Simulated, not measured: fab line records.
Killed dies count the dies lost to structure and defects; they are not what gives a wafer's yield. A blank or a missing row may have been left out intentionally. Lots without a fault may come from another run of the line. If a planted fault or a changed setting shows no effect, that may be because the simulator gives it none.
fab line records | flow n5_finfet
[record] lots = 24 | wafers = 72 | last_day = 18
route steps=1938 shown ZERO_LAYER@19 WELL_APT@29 FIN_SAQP@113
lots untouched by any fault: they come from a run of this same line in which no faults occurred
start_h: hours from the record's opening day to when the first of the lot's shown wafers began | wait_h: hours elapsed since this lot's preceding step | " unchanged from the row above | L1.1+2: a row that stands for several wafers | - no value present, or no start provided | * or withheld: withheld | < > ~ a bound
route shown NAME@n: a module of which the file shows steps, and the number in the route of the first | usual: mean/standard deviation of fault-free wafers | same: alike in all rows | chamber/n: place in a boat | sites: each site's reading | _std_site: how widely they spread, as a standard deviation | _edge_site: outer sites' mean less inner sites' | radius_mm: how far each site lies from the wafer's centre | mask NAME#n: copy n | behind: the last tool/chamber to shape the wafer | hold: why the lot went on hold/how many hours it stayed there/how the hold came to an end | device: the n, p or np transistor that did not switch | end of line: the route-end tests of the same wafers | a step with no rows: only its recipe | killed: count of dies lost to structure and defects at first sort (not the wafer's yield) | map: a wafer's dies, x killed, . not, _ none there
set.NAME: the setting that was run; set.NAME@STEP: the one run at that earlier step | model.NAME: the simulator's own value behind a step, which no gauge read
a sample of lots followed through the steps of the route, with each step as a table and each wafer as a row
services: the hour from which a tool's chamber was out of use, counted from the record's first day as start_h (under 0 if before that day), plus the number of hours and why
[[steps]]
[step N5_ZERO_LAYER_INSPECT_20]
[recipe] inspect_instrument = darkfield | mode = post_clean
[usual] raw_defect_count = 37/22
lot.wafer | tool              | chamber | start_h | wait_h | raw_defect_count
L074.3    | defect_inspect-02 | -       | 13.39   | 0.0    | 43
L074.4    | "                 | -       | "       | "      | 44
L074.5    | "                 | -       | "       | "      | 67
L075.3    | defect_inspect-02 | -       | 19.40   | 0.0    | 13
L075.4    | "                 | -       | "       | "      | 27
L075.6    | "                 | -       | "       | "      | 30
L076.1    | defect_inspect-02 | -       | 25.37   | 0.0    | 18
L076.2    | "                 | -       | "       | "      | 26
L076.5    | "                 | -       | "       | "      | 34
L077.1    | defect_inspect-01 | -       | 31.26   | 0.0    | 41
L077.3    | "                 | -       | "       | "      | 35
L077.6    | "                 | -       | "       | "      | 31
L078.1    | defect_inspect-02 | -       | 37.38   | 0.0    | 25
L078.4    | "                 | -       | "       | "      | 17
L078.5    | "                 | -       | "       | "      | 28
L079.1    | defect_inspect-01 | -       | 43.26   | 0.0    | 51
L079.3    | "                 | -       | "       | "      | 81
L079.5    | "                 | -       | "       | "      | 104
L080.1    | defect_inspect-01 | -       | 49.28   | 0.0    | 24
L080.4    | "                 | -       | "       | "      | 21
L080.5    | "                 | -       | "       | "      | 26
L081.1    | defect_inspect-01 | -       | 55.38   | 0.0    | 24
L081.3    | "                 | -       | "       | "      | 30
L081.6    | "                 | -       | "       | "      | 22
L082.1    | defect_inspect-02 | -       | 61.25   | 0.0    | 17
L082.4    | "                 | -       | "       | "      | 12
L082.5    | "                 | -       | "       | "      | 35
L083.3    | defect_inspect-02 | -       | 67.25   | 0.0    | 25
L083.5    | "                 | -       | "       | "      | 23
L083.6    | "                 | -       | "       | "      | 28
L084.2    | defect_inspect-01 | -       | 73.37   | 0.0    | 26
L084.5    | "                 | -       | "       | "      | 44
L084.6    | "                 | -       | "       | "      | 31
L085.2    | defect_inspect-02 | -       | 79.38   | 0.0    | 60
L085.3    | "                 | -       | "       | "      | 52
L085.5    | "                 | -       | "       | "      | 57
L086.2    | defect_inspect-01 | -       | 85.44   | 0.0    | 12
L086.3    | "                 | -       | "       | "      | 44
L086.6    | "                 | -       | "       | "      | 44
L087.3    | defect_inspect-01 | -       | 91.40   | 0.0    | 112
L087.4    | "                 | -       | "       | "      | 121
L087.5    | "                 | -       | "       | "      | 87
L088.1    | defect_inspect-01 | -       | 97.38   | 0.0    | 60
L088.2    | "                 | -       | "       | "      | 25
L088.3    | "                 | -       | "       | "      | 20
L089.1    | defect_inspect-01 | -       | 103.38  | 0.0    | 28
L089.3    | "                 | -       | "       | "      | 35
L089.5    | "                 | -       | "       | "      | 23
L090.1    | defect_inspect-02 | -       | 109.25  | 0.0    | 34
L090.2    | "                 | -       | "       | "      | 52
L090.6    | "                 | -       | "       | "      | 32
L091.1    | defect_inspect-02 | -       | 115.38  | 0.0    | 41
L091.4    | "                 | -       | "       | "      | 21
L091.5    | "                 | -       | "       | "      | 49
L092.2    | defect_inspect-02 | -       | 121.39  | 0.0    | 22
L092.4    | "                 | -       | "       | "      | 41
L092.6    | "                 | -       | "       | "      | 30
L093.2    | defect_inspect-01 | -       | 127.40  | 0.0    | 38
L093.3    | "                 | -       | "       | "      | 27
L093.6    | "                 | -       | "       | "      | 12
L094.1    | defect_inspect-02 | -       | 133.44  | 0.0    | 16
L094.2    | "                 | -       | "       | "      | 14
L094.4    | "                 | -       | "       | "      | 13
L095.4    | defect_inspect-01 | -       | 139.25  | 0.0    | 79
L095.5    | "                 | -       | "       | "      | 37
L095.6    | "                 | -       | "       | "      | 37
L096.1    | defect_inspect-02 | -       | 147.26  | 0.0    | 37
L096.3    | "                 | -       | "       | "      | 30
L096.5    | "                 | -       | "       | "      | 35
L097.2    | defect_inspect-02 | -       | 151.26  | 0.0    | 30
L097.3    | "                 | -       | "       | "      | 30
L097.6    | "                 | -       | "       | "      | 24
[step N5_WELL_APT_OVL_MEAS_09]
[recipe] points_per_wafer = 44
[usual] NWELL_OVL = -5/5.3
[same] points_per_wafer = 44
lot.wafer | tool       | chamber | start_h | wait_h | NWELL_OVL[nm]
L074.3    | overlay-01 | 0       | 13.85   | 0.0    | -1
L074.4    | "          | 0       | "       | "      | -3
L074.5    | "          | 0       | "       | "      | -5
L075.3    | overlay-02 | 0       | 19.86   | 0.0    | -3
L075.4    | "          | 0       | "       | "      | -4
L075.6    | "          | 0       | "       | "      | -1
L076.1    | overlay-01 | 0       | 25.82   | 0.0    | -8
L076.2    | "          | 0       | "       | "      | -9
L076.5    | "          | 0       | "       | "      | -7
L077.1    | overlay-01 | 0       | 31.60   | 0.0    | -8
L077.3    | "          | 0       | "       | "      | -10
L077.6    | "          | 0       | "       | "      | -2
L078.1    | overlay-02 | 0       | 37.71   | 0.0    | -4
L078.4    | "          | 0       | "       | "      | -9
L078.5    | "          | 0       | "       | "      | 0
L079.1    | overlay-01 | 0       | 43.61   | 0.0    | -4
L079.3    | "          | 0       | "       | "      | -11
L079.5    | "          | 0       | "       | "      | -7
L080.1    | overlay-01 | 0       | 49.61   | 0.0    | -5
L080.4    | "          | 0       | "       | "      | 3
L080.5    | "          | 0       | "       | "      | -8
L081.1    | overlay-01 | 0       | 55.71   | 0.0    | -5
L081.3    | "          | 0       | "       | "      | -10
L081.6    | "          | 0       | "       | "      | -8
L082.1    | overlay-01 | 0       | 61.59   | 0.0    | -2
L082.4    | "          | 0       | "       | "      | -7
L082.5    | "          | 0       | "       | "      | 1
L083.3    | overlay-01 | 0       | 67.59   | 0.0    | 1
L083.5    | "          | 0       | "       | "      | -6
L083.6    | "          | 0       | "       | "      | -7
L084.2    | overlay-01 | 0       | 73.71   | 0.0    | -17
L084.5    | "          | 0       | "       | "      | -16
L084.6    | "          | 0       | "       | "      | -17
L085.2    | overlay-01 | 0       | 79.71   | 0.0    | -7
L085.3    | "          | 0       | "       | "      | -11
L085.5    | "          | 0       | "       | "      | -16
L086.2    | overlay-02 | 0       | 85.78   | 0.0    | -2
L086.3    | "          | 0       | "       | "      | -12
L086.6    | "          | 0       | "       | "      | -5
L087.3    | overlay-02 | 0       | 91.86   | 0.0    | 3
L087.4    | "          | 0       | "       | "      | -4
L087.5    | "          | 0       | "       | "      | -9
L088.1    | overlay-01 | 0       | 97.84   | 0.0    | -8
L088.2    | "          | 0       | "       | "      | -4
L088.3    | "          | 0       | "       | "      | -10
L089.1    | overlay-02 | 0       | 103.83  | 0.0    | -2
L089.3    | "          | 0       | "       | "      | -1
L089.5    | "          | 0       | "       | "      | -1
L090.1    | overlay-02 | 0       | 109.59  | 0.0    | 0
L090.2    | "          | 0       | "       | "      | -2
L090.6    | "          | 0       | "       | "      | -6
L091.1    | overlay-02 | 0       | 115.71  | 0.0    | -8
L091.4    | "          | 0       | "       | "      | 3
L091.5    | "          | 0       | "       | "      | -8
L092.2    | overlay-02 | 0       | 121.72  | 0.0    | 1
L092.4    | "          | 0       | "       | "      | 4
L092.6    | "          | 0       | "       | "      | -1
L093.2    | overlay-02 | 0       | 127.75  | 0.0    | -8
L093.3    | "          | 0       | "       | "      | -13
L093.6    | "          | 0       | "       | "      | -14
L094.1    | overlay-02 | 0       | 133.78  | 0.0    | 6
L094.2    | "          | 0       | "       | "      | 3
L094.4    | "          | 0       | "       | "      | 8
L095.4    | overlay-01 | 0       | 139.59  | 0.0    | -12
L095.5    | "          | 0       | "       | "      | -7
L095.6    | "          | 0       | "       | "      | -13
L096.1    | overlay-01 | 0       | 147.72  | 0.0    | -11
L096.3    | "          | 0       | "       | "      | -3
L096.5    | "          | 0       | "       | "      | -7
L097.2    | overlay-01 | 0       | 151.72  | 0.0    | -11
L097.3    | "          | 0       | "       | "      | -8
L097.6    | "          | 0       | "       | "      | -7
[step N5_WELL_APT_INSPECT_10]
[recipe] mode = adi | inspect_instrument = macro
[usual] raw_defect_count = 2.0/1.4
lot.wafer | tool              | chamber | start_h | wait_h | raw_defect_count
L074.3    | defect_inspect-02 | -       | 13.87   | 0.0    | 2
L074.4    | "                 | -       | "       | "      | 1
L074.5    | "                 | -       | "       | "      | 0
L075.3    | defect_inspect-02 | -       | 19.88   | 0.0    | 0
L075.4    | "                 | -       | "       | "      | 5
L075.6    | "                 | -       | "       | "      | 3
L076.1    | defect_inspect-01 | -       | 25.85   | 0.0    | 2
L076.2    | "                 | -       | "       | "      | 3
L076.5    | "                 | -       | "       | "      | 1
L077.1    | defect_inspect-02 | -       | 31.62   | 0.0    | 2
L077.3    | "                 | -       | "       | "      | 2
L077.6    | "                 | -       | "       | "      | 2
L078.1    | defect_inspect-01 | -       | 37.74   | 0.0    | 2
L078.4    | "                 | -       | "       | "      | 1
L078.5    | "                 | -       | "       | "      | 1
L079.1    | defect_inspect-01 | -       | 43.64   | 0.0    | 3
L079.3    | "                 | -       | "       | "      | 0
L079.5    | "                 | -       | "       | "      | 1
L080.1    | defect_inspect-01 | -       | 49.64   | 0.0    | 2
L080.4    | "                 | -       | "       | "      | 0
L080.5    | "                 | -       | "       | "      | 2
L081.1    | defect_inspect-01 | -       | 55.73   | 0.0    | 1
L081.3    | "                 | -       | "       | "      | 3
L081.6    | "                 | -       | "       | "      | 1
L082.1    | defect_inspect-02 | -       | 61.61   | 0.0    | 4
L082.4    | "                 | -       | "       | "      | 1
L082.5    | "                 | -       | "       | "      | 1
L083.3    | defect_inspect-02 | -       | 67.61   | 0.0    | 1
L083.5    | "                 | -       | "       | "      | 1
L083.6    | "                 | -       | "       | "      | 2
L084.2    | defect_inspect-01 | -       | 73.73   | 0.0    | 2
L084.5    | "                 | -       | "       | "      | 3
L084.6    | "                 | -       | "       | "      | 1
L085.2    | defect_inspect-01 | -       | 79.74   | 0.0    | 1
L085.3    | "                 | -       | "       | "      | 3
L085.5    | "                 | -       | "       | "      | 2
L086.2    | defect_inspect-01 | -       | 85.80   | 0.0    | 0
L086.3    | "                 | -       | "       | "      | 2
L086.6    | "                 | -       | "       | "      | 1
L087.3    | defect_inspect-01 | -       | 91.89   | 0.0    | 1
L087.4    | "                 | -       | "       | "      | 3
L087.5    | "                 | -       | "       | "      | 3
L088.1    | defect_inspect-01 | -       | 97.86   | 0.0    | 3
L088.2    | "                 | -       | "       | "      | 1
L088.3    | "                 | -       | "       | "      | 1
L089.1    | defect_inspect-02 | -       | 103.86  | 0.0    | 5
L089.3    | "                 | -       | "       | "      | 2
L089.5    | "                 | -       | "       | "      | 0
L090.1    | defect_inspect-01 | -       | 109.61  | 0.0    | 3
L090.2    | "                 | -       | "       | "      | 1
L090.6    | "                 | -       | "       | "      | 1
L091.1    | defect_inspect-02 | -       | 115.74  | 0.0    | 1
L091.4    | "                 | -       | "       | "      | 2
L091.5    | "                 | -       | "       | "      | 2
L092.2    | defect_inspect-01 | -       | 121.74  | 0.0    | 0
L092.4    | "                 | -       | "       | "      | 3
L092.6    | "                 | -       | "       | "      | 5
L093.2    | defect_inspect-02 | -       | 127.77  | 0.0    | 3
L093.3    | "                 | -       | "       | "      | 2
L093.6    | "                 | -       | "       | "      | 2
L094.1    | defect_inspect-01 | -       | 133.80  | 0.0    | 1
L094.2    | "                 | -       | "       | "      | 3
L094.4    | "                 | -       | "       | "      | 2
L095.4    | defect_inspect-01 | -       | 139.61  | 0.0    | 1
L095.5    | "                 | -       | "       | "      | 1
L095.6    | "                 | -       | "       | "      | 2
L096.1    | defect_inspect-02 | -       | 147.74  | 0.0    | 1
L096.3    | "                 | -       | "       | "      | 2
L096.5    | "                 | -       | "       | "      | 4
L097.2    | defect_inspect-02 | -       | 151.74  | 0.0    | 0
L097.3    | "                 | -       | "       | "      | 2
L097.6    | "                 | -       | "       | "      | 3
[step N5_FIN_SAQP_INSPECT_18]
[recipe] mode = adi | inspect_instrument = brightfield
[usual] raw_defect_count = 431/110
lot.wafer | tool              | chamber | start_h | wait_h | raw_defect_count
L074.3    | defect_inspect-01 | -       | 22.46   | 0.0    | 708
L074.4    | "                 | -       | "       | "      | 587
L074.5    | "                 | -       | "       | "      | 456
L075.3    | defect_inspect-02 | -       | 27.85   | 0.0    | 360
L075.4    | "                 | -       | "       | "      | 339
L075.6    | "                 | -       | "       | "      | 420
L076.1    | defect_inspect-02 | -       | 34.18   | 0.0    | 303
L076.2    | "                 | -       | "       | "      | 410
L076.5    | "                 | -       | "       | "      | 264
L077.1    | defect_inspect-02 | -       | 41.25   | 0.0    | 328
L077.3    | "                 | -       | "       | "      | 590
L077.6    | "                 | -       | "       | "      | 424
L078.1    | defect_inspect-01 | -       | 46.73   | 0.0    | 573
L078.4    | "                 | -       | "       | "      | 500
L078.5    | "                 | -       | "       | "      | 674
L079.1    | defect_inspect-02 | -       | 52.29   | 0.0    | 322
L079.3    | "                 | -       | "       | "      | 321
L079.5    | "                 | -       | "       | "      | 393
L080.1    | defect_inspect-01 | -       | 58.01   | 0.0    | 404
L080.4    | "                 | -       | "       | "      | 509
L080.5    | "                 | -       | "       | "      | 417
L081.1    | defect_inspect-01 | -       | 63.96   | 0.0    | 428
L081.3    | "                 | -       | "       | "      | 436
L081.6    | "                 | -       | "       | "      | 499
L082.1    | defect_inspect-02 | -       | 70.15   | 0.0    | 510
L082.4    | "                 | -       | "       | "      | 439
L082.5    | "                 | -       | "       | "      | 453
L083.3    | defect_inspect-02 | -       | 76.24   | 0.0    | 632
L083.5    | "                 | -       | "       | "      | 632
L083.6    | "                 | -       | "       | "      | 550
L084.2    | defect_inspect-02 | -       | 82.56   | 0.0    | 334
L084.5    | "                 | -       | "       | "      | 440
L084.6    | "                 | -       | "       | "      | 623
L085.2    | defect_inspect-01 | -       | 87.97   | 0.0    | 427
L085.3    | "                 | -       | "       | "      | 272
L085.5    | "                 | -       | "       | "      | 512
L086.2    | defect_inspect-01 | -       | 95.43   | 0.0    | 361
L086.3    | "                 | -       | "       | "      | 420
L086.6    | "                 | -       | "       | "      | 463
L087.3    | defect_inspect-02 | -       | 100.98  | 0.0    | 415
L087.4    | "                 | -       | "       | "      | 800
L087.5    | "                 | -       | "       | "      | 446
L088.1    | defect_inspect-01 | -       | 106.59  | 0.0    | 319
L088.2    | "                 | -       | "       | "      | 254
L088.3    | "                 | -       | "       | "      | 364
L089.1    | defect_inspect-02 | -       | 112.98  | 0.0    | 365
L089.3    | "                 | -       | "       | "      | 361
L089.5    | "                 | -       | "       | "      | 413
L090.1    | defect_inspect-01 | -       | 119.03  | 0.0    | 369
L090.2    | "                 | -       | "       | "      | 409
L090.6    | "                 | -       | "       | "      | 380
L091.1    | defect_inspect-01 | -       | 125.00  | 0.0    | 421
L091.4    | "                 | -       | "       | "      | 463
L091.5    | "                 | -       | "       | "      | 494
L092.2    | defect_inspect-02 | -       | 131.09  | 0.0    | 469
L092.4    | "                 | -       | "       | "      | 585
L092.6    | "                 | -       | "       | "      | 403
L093.2    | defect_inspect-02 | -       | 136.70  | 0.0    | 538
L093.3    | "                 | -       | "       | "      | 407
L093.6    | "                 | -       | "       | "      | 423
L094.1    | defect_inspect-01 | -       | 142.90  | 0.0    | 488
L094.2    | "                 | -       | "       | "      | 408
L094.4    | "                 | -       | "       | "      | 340
L095.4    | defect_inspect-01 | -       | 148.24  | 0.0    | 343
L095.5    | "                 | -       | "       | "      | 386
L095.6    | "                 | -       | "       | "      | 411
L096.1    | defect_inspect-02 | -       | 156.63  | 0.0    | 438
L096.3    | "                 | -       | "       | "      | 315
L096.5    | "                 | -       | "       | "      | 423
L097.2    | defect_inspect-01 | -       | 159.92  | 0.0    | 273
L097.3    | "                 | -       | "       | "      | 414
L097.6    | "                 | -       | "       | "      | 308
[step N5_FIN_SAQP_MANDREL_ETCH_22]
[recipe] target_depth_a = 600 | chemistry = HBr/Cl2 | target = a-Si | stop_on = SiNx | bt_time_s = 10 | over_etch_frac = 0.5 | time_s = 30 | pressure_mtorr = 10 | icp_w = 800 | bias_w = 75 | HBr_flow_sccm = 150 | Cl2_flow_sccm = 80 | ends = end_point
[usual] drypump_motor_current_A = 5.3/0.39 | oes_product_au = 0.775/0.015 | throttle_valve_pct = 35.5/0.32
lot.wafer | tool      | chamber | start_h | wait_h | drypump_motor_current_A | oes_product_au | rf_hours_counter_h | throttle_valve_pct
L074.3    | rie_si-04 | 2       | 22.91   | 0.0    | 5.0                     | 0.794          | 141                | 35.8
L074.4    | "         | 1       | "       | "      | 5.2                     | 0.785          | 53                 | 35.3
L074.5    | "         | 0       | "       | "      | 5.0                     | 0.771          | -                  | 35.2
L075.3    | rie_si-05 | 1       | 28.17   | 0.0    | 5.8                     | 0.759          | 95                 | 35.5
L075.4    | "         | 3       | "       | "      | 5.4                     | 0.742          | 41                 | 36.2
L075.6    | "         | 2       | "       | "      | 6.6                     | 0.779          | -                  | 35.9
L076.1    | rie_si-05 | 0       | 34.58   | 0.0    | 6.0                     | 0.766          | 61                 | 35.0
L076.2    | "         | 1       | "       | "      | 5.8                     | 0.771          | 95                 | 35.5
L076.5    | "         | 0       | "       | "      | 6.0                     | 0.775          | -                  | 35.0
L077.1    | rie_si-03 | 0       | 41.56   | 0.0    | 5.7                     | 0.744          | 110                | 35.1
L077.3    | "         | 3       | "       | "      | 5.8                     | 0.769          | 129                | 35.8
L077.6    | "         | 0       | "       | "      | 5.7                     | 0.747          | -                  | 35.0
L078.1    | rie_si-03 | 3       | 47.04   | 0.0    | 5.8                     | 0.776          | 129                | 35.8
L078.4    | "         | 0       | "       | "      | 5.7                     | 0.747          | 111                | 35.1
L078.5    | "         | 2       | "       | "      | 5.5                     | 0.775          | -                  | 35.8
L079.1    | rie_si-05 | 0       | 52.70   | 0.0    | 6.0                     | 0.778          | 62                 | 35.0
L079.3    | "         | 1       | "       | "      | 5.8                     | 0.771          | 95                 | 35.5
L079.5    | "         | 0       | "       | "      | 6.0                     | 0.777          | -                  | 35.0
L080.1    | rie_si-04 | 0       | 58.52   | 0.0    | 5.0                     | 0.756          | 3                  | 35.2
L080.4    | "         | 1       | "       | "      | 5.2                     | 0.769          | 54                 | 35.3
L080.5    | "         | 2       | "       | "      | 5.0                     | 0.792          | -                  | 35.8
L081.1    | rie_si-04 | 2       | 64.63   | 0.0    | 5.0                     | 0.793          | 142                | 35.8
L081.3    | "         | 0       | "       | "      | 5.0                     | 0.752          | 3                  | 35.2
L081.6    | "         | 2       | "       | "      | 5.0                     | 0.797          | -                  | 35.8
L082.1    | rie_si-04 | 0       | 70.46   | 0.0    | 5.0                     | 0.765          | 4                  | 35.2
L082.4    | "         | 1       | "       | "      | 5.2                     | 0.779          | 54                 | 35.3
L082.5    | "         | 3       | "       | "      | 5.2                     | 0.776          | -                  | 35.3
L083.3    | rie_si-04 | 0       | 76.89   | 0.0    | 5.0                     | 0.749          | 4                  | 35.2
L083.5    | "         | 1       | "       | "      | 5.2                     | 0.775          | -                  | 35.3
L083.6    | "         | 2       | "       | "      | 5.0                     | 0.790          | -                  | 35.8
L084.2    | rie_si-04 | 0       | 82.89   | 0.0    | 5.0                     | 0.769          | 4                  | 35.2
L084.5    | "         | 0       | "       | "      | 5.0                     | 0.779          | -                  | 35.2
L084.6    | "         | 3       | "       | "      | 5.2                     | 0.799          | -                  | 35.2
L085.2    | rie_si-04 | 3       | 88.42   | 0.0    | 5.2                     | 0.771          | 153                | 35.3
L085.3    | "         | 0       | "       | "      | 5.0                     | 0.753          | 4                  | 35.2
L085.5    | "         | 1       | "       | "      | 5.2                     | 0.779          | -                  | 35.3
L086.2    | rie_si-04 | 3       | 95.84   | 0.0    | 5.2                     | 0.775          | 153                | 35.3
L086.3    | "         | 2       | "       | "      | 5.0                     | 0.783          | 142                | 35.8
L086.6    | "         | 3       | "       | "      | 5.3                     | 0.796          | -                  | 35.3
L087.3    | rie_si-04 | 0       | 101.35  | 0.0    | 5.0                     | 0.758          | 4                  | 35.2
L087.4    | "         | 1       | "       | "      | 5.2                     | 0.776          | 55                 | 35.3
L087.5    | "         | 2       | "       | "      | 5.0                     | 0.788          | -                  | 35.8
L088.1    | rie_si-04 | 3       | 106.91  | 0.0    | 5.2                     | 0.786          | 153                | 35.3
L088.2    | "         | 2       | "       | "      | 5.0                     | 0.778          | 143                | 35.8
L088.3    | "         | 0       | "       | "      | 5.0                     | 0.760          | 4                  | 35.2
L089.1    | rie_si-04 | 2       | 114.24  | 0.0    | 5.0                     | 0.790          | 143                | 35.8
L089.3    | "         | 1       | "       | "      | 5.2                     | 0.776          | 55                 | 35.3
L089.5    | "         | 2       | "       | "      | 5.0                     | 0.802          | -                  | 35.8
L090.1    | rie_si-04 | 2       | 119.35  | 0.0    | 5.0                     | 0.780          | 143                | 35.8
L090.2    | "         | 0       | "       | "      | 5.0                     | 0.755          | 4                  | 35.2
L090.6    | "         | 0       | "       | "      | 5.0                     | 0.764          | -                  | 35.2
L091.1    | rie_si-04 | 2       | 125.31  | 0.0    | 5.0                     | 0.786          | 143                | 35.8
L091.4    | "         | 1       | "       | "      | 5.2                     | 0.783          | 55                 | 35.3
L091.5    | "         | 3       | "       | "      | 5.2                     | 0.788          | -                  | 35.3
L092.2    | rie_si-04 | 1       | 131.41  | 0.0    | 5.2                     | 0.765          | 55                 | 35.3
L092.4    | "         | 0       | "       | "      | 5.0                     | 0.773          | 5                  | 35.2
L092.6    | "         | 1       | "       | "      | 5.2                     | 0.790          | -                  | 35.3
L093.2    | rie_si-04 | 1       | 137.02  | 0.0    | 5.2                     | 0.772          | 55                 | 35.3
L093.3    | "         | 3       | "       | "      | 5.2                     | 0.783          | 154                | 35.3
L093.6    | "         | 0       | "       | "      | 5.0                     | 0.761          | -                  | 35.2
L094.1    | rie_si-05 | 1       | 143.67  | 0.0    | 5.8                     | 0.767          | 97                 | 35.5
L094.2    | "         | 3       | "       | "      | 5.4                     | 0.735          | 44                 | 36.2
L094.4    | "         | 2       | "       | "      | 6.6                     | 0.771          | 29                 | 35.9
L095.4    | rie_si-04 | 2       | 148.56  | 0.0    | 5.0                     | 0.785          | 143                | 35.8
L095.5    | "         | 0       | "       | "      | 5.0                     | 0.758          | -                  | 35.2
L095.6    | "         | 3       | "       | "      | 5.2                     | 0.782          | -                  | 35.3
L096.1    | rie_si-04 | 1       | 156.94  | 0.0    | 5.2                     | 0.775          | 56                 | 35.3
L096.3    | "         | 0       | "       | "      | 5.0                     | 0.760          | 5                  | 35.2
L096.5    | "         | 2       | "       | "      | 5.0                     | 0.794          | -                  | 35.8
L097.2    | rie_si-03 | 3       | 160.64  | 0.0    | 5.8                     | 0.769          | 131                | 35.8
L097.3    | "         | 1       | "       | "      | 5.8                     | 0.766          | 106                | 36.0
L097.6    | "         | 1       | "       | "      | 5.8                     | 0.780          | -                  | 36.0
[step N5_FIN_SAQP_CD_MEAS_37]
[recipe] target_cd_nm = 8 | polarity = line
[usual] cd_nm = 8.05/0.25
lot.wafer | tool      | chamber | start_h | wait_h | cd_nm
L074.3    | cd_sem-01 | -       | 27.25   | 0.1    | 8.24
L074.4    | "         | -       | "       | "      | 8.37
L074.5    | "         | -       | "       | "      | 7.83
L075.3    | cd_sem-02 | -       | 32.51   | 0.1    | 8.18
L075.4    | "         | -       | "       | "      | 8.03
L075.6    | "         | -       | "       | "      | 7.46
L076.1    | cd_sem-03 | -       | 40.03   | 0.1    | 8.02
L076.2    | "         | -       | "       | "      | 8.04
L076.5    | "         | -       | "       | "      | 7.76
L077.1    | cd_sem-02 | -       | 45.29   | 0.1    | 8.09
L077.3    | "         | -       | "       | "      | 8.13
L077.6    | "         | -       | "       | "      | 8.26
L078.1    | cd_sem-03 | -       | 50.78   | 0.1    | 7.91
L078.4    | "         | -       | "       | "      | 7.70
L078.5    | "         | -       | "       | "      | 7.77
L079.1    | cd_sem-02 | -       | 56.63   | 0.1    | 8.35
L079.3    | "         | -       | "       | "      | 8.23
L079.5    | "         | -       | "       | "      | 7.90
L080.1    | cd_sem-03 | -       | 62.39   | 0.1    | 8.10
L080.4    | "         | -       | "       | "      | 7.90
L080.5    | "         | -       | "       | "      | 7.79
L081.1    | cd_sem-02 | -       | 68.79   | 0.1    | 8.23
L081.3    | "         | -       | "       | "      | 8.03
L081.6    | "         | -       | "       | "      | 8.01
L082.1    | cd_sem-03 | -       | 74.33   | 0.1    | 8.09
L082.4    | "         | -       | "       | "      | 8.34
L082.5    | "         | -       | "       | "      | 7.79
L083.3    | cd_sem-01 | -       | 80.68   | 0.1    | 7.67
L083.5    | "         | -       | "       | "      | 8.27
L083.6    | "         | -       | "       | "      | 8.21
L084.2    | cd_sem-01 | -       | 87.15   | 0.1    | 8.17
L084.5    | "         | -       | "       | "      | 7.86
L084.6    | "         | -       | "       | "      | 7.85
L085.2    | cd_sem-01 | -       | 95.44   | 0.1    | 7.73
L085.3    | "         | -       | "       | "      | 8.07
L085.5    | "         | -       | "       | "      | 7.90
L086.2    | cd_sem-01 | -       | 99.59   | 0.1    | 8.36
L086.3    | "         | -       | "       | "      | 8.27
L086.6    | "         | -       | "       | "      | 7.83
L087.3    | cd_sem-03 | -       | 105.32  | 0.1    | 7.96
L087.4    | "         | -       | "       | "      | 8.01
L087.5    | "         | -       | "       | "      | 7.64
L088.1    | cd_sem-01 | -       | 110.64  | 0.1    | 7.89
L088.2    | "         | -       | "       | "      | 7.96
L088.3    | "         | -       | "       | "      | 7.80
L089.1    | cd_sem-02 | -       | 118.07  | 0.1    | 8.11
L089.3    | "         | -       | "       | "      | 8.03
L089.5    | "         | -       | "       | "      | 7.99
L090.1    | cd_sem-03 | -       | 123.10  | 0.1    | 8.20
L090.2    | "         | -       | "       | "      | 8.07
L090.6    | "         | -       | "       | "      | 8.57
L091.1    | cd_sem-01 | -       | 129.37  | 0.1    | 7.48
L091.4    | "         | -       | "       | "      | 8.01
L091.5    | "         | -       | "       | "      | 7.91
L092.2    | cd_sem-02 | -       | 136.00  | 0.1    | 7.83
L092.4    | "         | -       | "       | "      | 8.10
L092.6    | "         | -       | "       | "      | 7.75
L093.2    | cd_sem-03 | -       | 140.74  | 0.1    | 7.89
L093.3    | "         | -       | "       | "      | 8.04
L093.6    | "         | -       | "       | "      | 8.19
L094.1    | cd_sem-03 | -       | 147.97  | 0.1    | 8.09
L094.2    | "         | -       | "       | "      | 7.54
L094.4    | "         | -       | "       | "      | 7.98
L095.4    | cd_sem-02 | -       | 156.28  | 0.1    | 7.79
L095.5    | "         | -       | "       | "      | 8.21
L095.6    | "         | -       | "       | "      | 7.91
L096.1    | cd_sem-02 | -       | 161.13  | 0.1    | 7.64
L096.3    | "         | -       | "       | "      | 8.00
L096.5    | "         | -       | "       | "      | 7.96
L097.2    | cd_sem-03 | -       | 164.63  | 0.1    | 8.63
L097.3    | "         | -       | "       | "      | 8.42
L097.6    | "         | -       | "       | "      | 8.34
[[services]]
tool      | chamber | start_h | hours | kind
rie_si-05 | -       | 24.68   | 0.4   | repair
rie_si-03 | 1       | 36.44   | 6.0   | repair
rie_si-03 | -       | 67.54   | 0.3   | repair
rie_si-05 | 2       | 91.24   | 4.4   | repair
[[key]]
fault none
